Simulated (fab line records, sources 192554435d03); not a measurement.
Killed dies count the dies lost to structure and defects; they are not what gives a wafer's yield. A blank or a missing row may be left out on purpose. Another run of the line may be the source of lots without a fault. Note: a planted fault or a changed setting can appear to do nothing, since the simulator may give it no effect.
Which tool is to blame? -- flow n5Finfet -- Sampling: 10 lots, 28 wafers, 5 of 1938 route steps

== WHAT EACH GAUGE READ, for each wafer ==
N5_BEOL_M4_RC_MEAS_101.
lot,measured,on,DIBL_N (mV/V)
L877,day 8 07:10,prober-01,34.1 36.9 33.7
L881,day 9 12:30,prober-01,36.7 35.7 34.9
L885,day 10 18:43,prober-02,36.3 37.7
L886,day 10 20:14,prober-01,38.9 38.3 37.0
L887,day 10 22:04,prober-02,35.3 35.9 36.4
L888,day 10 22:27,prober-01,35.6 36.5
L893,day 12 22:20,prober-02,37.0 38.7 38.2
L894,day 13 09:56,prober-01,34.8 36.2 36.8
L896,day 13 06:37,prober-02,31.8 32.8 35.6
L898,day 13 14:01,prober-01,37.1 37.2 38.8

== WHICH TOOL RAN EACH LOT (tool, then ch and the chambers of the sampled wafers, then the start) ==
lot,N5_BEOL_M3_EXPOSE_25,N5_BEOL_M3_DESCUM_33,N5_BEOL_M3_ETCH_69,N5_BEOL_M3_ALD_98
L877,"euvScanner-01 ch 0, day 7 16:53","rieDiel-02 ch 0,3, day 7 17:09","rieDiel-02 ch 0,3, day 7 17:12","aldSin-02 ch 1,3, day 7 17:29"
L881,"euvScanner-01 ch 0, day 8 15:34","rieDiel-05 ch 0,1,3, day 8 15:50","rieDiel-05 ch 0,1,3, day 8 15:53","aldSin-02 ch 0,3, day 8 16:03"
L885,"euvScanner-01 ch 0, day 9 17:44","rieDiel-05 ch 1,2, day 9 17:59","rieDiel-05 ch 1,2, day 9 18:02","aldSin-03 ch 2,3, day 9 18:07"
L886,"euvScanner-01 ch 0, day 9 20:52","rieDiel-02 ch 0,3, day 9 21:08","rieDiel-02 ch 0,3, day 9 21:11","aldSin-01 ch 1,3, day 9 21:38"
L887,"euvScanner-02 ch 0, day 10 00:49","rieDiel-05 ch 0,2,3, day 10 01:11","rieDiel-05 ch 0,2,3, day 10 01:15","aldSin-02 ch 1,2,3, day 10 01:20"
L888,"euvScanner-02 ch 0, day 10 01:34","rieDiel-02 ch 0,3, day 10 01:49","rieDiel-02 ch 0,3, day 10 01:52","aldSin-02 ch 1,3, day 10 01:57"
L893,"euvScanner-01 ch 0, day 12 02:09","rieDiel-01 ch 0,1,2, day 12 02:25","rieDiel-01 ch 0,1,2, day 12 02:28","aldSin-02 ch 0,2,3, day 12 02:33"
L894,"euvScanner-01 ch 0, day 12 10:04","rieDiel-02 ch 0,2,3, day 12 10:20","rieDiel-02 ch 0,2,3, day 12 10:23","aldSin-01 ch 0,2,3, day 12 10:35"
L896,"euvScanner-01 ch 0, day 12 14:50","rieDiel-02 ch 0,1, day 12 15:06","rieDiel-02 ch 0,1, day 12 15:09","aldSin-03 ch 2,3, day 12 15:44"
L898,"euvScanner-02 ch 0, day 12 19:43","rieDiel-02 ch 0,1, day 12 19:59","rieDiel-02 ch 0,1, day 12 20:02","aldSin-02 ch 0,1,3, day 12 20:07"
- N5_BEOL_M3_EXPOSE_25: exposes mask V2, defocus 5 nm.
- N5_BEOL_M3_DESCUM_33: chemistry O2, time 7 s.
- N5_BEOL_M3_ETCH_69: etches SiARC in CF4, target depth 15.6 nm, time 26 s.
- N5_BEOL_M3_ALD_98: deposits SiO2, target thk 2.5 nm, pulse time 1 s, co reactant pulse time 1 s.

== THE ANSWER, worked out from the rows above alone ==
Rule: usual is defined by the lots themselves. Put in order of their means at a reading, lots are off if they are a third of the lots or fewer, leave a main group of 4 or more, and stand apart from it by a gap of 3 or more times the standard deviation of the main group's means; of several such gaps the widest counts. If all means in a main group match to the digits the tables above print for the reading, that group is not used. Also off: a lot with no number at a reading for which 4 or more lots have one. Where the step has rows for the other lots, those lots are counted as sound.
No lot is off on any of the readings shown, so nothing can be concluded from this.

== WHAT THE SIMULATOR HAD PUT IN ==
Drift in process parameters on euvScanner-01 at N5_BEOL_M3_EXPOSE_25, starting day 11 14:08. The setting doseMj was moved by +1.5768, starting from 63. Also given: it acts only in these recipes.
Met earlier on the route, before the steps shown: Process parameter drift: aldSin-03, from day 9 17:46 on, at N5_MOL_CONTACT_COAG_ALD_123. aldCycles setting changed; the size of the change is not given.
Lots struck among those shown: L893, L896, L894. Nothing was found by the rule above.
